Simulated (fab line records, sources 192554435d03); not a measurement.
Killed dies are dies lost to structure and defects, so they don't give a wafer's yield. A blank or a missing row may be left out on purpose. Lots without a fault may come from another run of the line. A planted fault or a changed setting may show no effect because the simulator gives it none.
Chamber matching | flow n5_finfet | N5_BEOL_M15_DEP_53 on pecvd-04: 3 sister chambers
The step deposits SiCN from 3MS/NH3, target thk 50 nm, time 17.8 s. 3 wafers are shown with their chamber, then 7 later ones without.

WAFERS WITH THEIR CHAMBER
wafer  | chamber | throttle_valve_pct (%)
L718.1 | 0       | 19.0
L727.5 | 1       | 19.5
L733.4 | 2       | 17.9

WAFERS WITHOUT THEIR CHAMBER
wafer  | throttle_valve_pct (%)
L733.5 | 19.2
L736.3 | 17.8
L736.5 | 17.8
L736.6 | 19.6
L737.3 | 18.9
L737.5 | 17.7
L737.6 | 19.2

WHICH CHAMBER EACH WENT THROUGH
wafer  | from the rows above     | in truth
L733.5 | can't be placed: 0 or 1 | 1
L736.3 | 2                       | 2
L736.5 | 2                       | 2
L736.6 | 1                       | 1
L737.3 | 0                       | 0
L737.5 | 2                       | 2
L737.6 | can't be placed: 0 or 1 | 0
Placed correctly: 5 of 7. Can't be placed from these rows: 2 (the true chamber is among the candidates in 2). Placed wrongly: 0.
How it was worked out, from the rows above alone: a wafer's distance from a chamber is the root of the sum, over the readings, of the square of ((its reading less the chamber's mean) divided by the reading's scatter). The wafer belongs to the nearest chamber; if the next one is less than 2 further off, it can't be placed. A chamber's mean is the mean of its shown wafers. The scatter: with one shown wafer a chamber, the root of the mean of the squares of how far each hidden wafer lies from its nearest shown one.
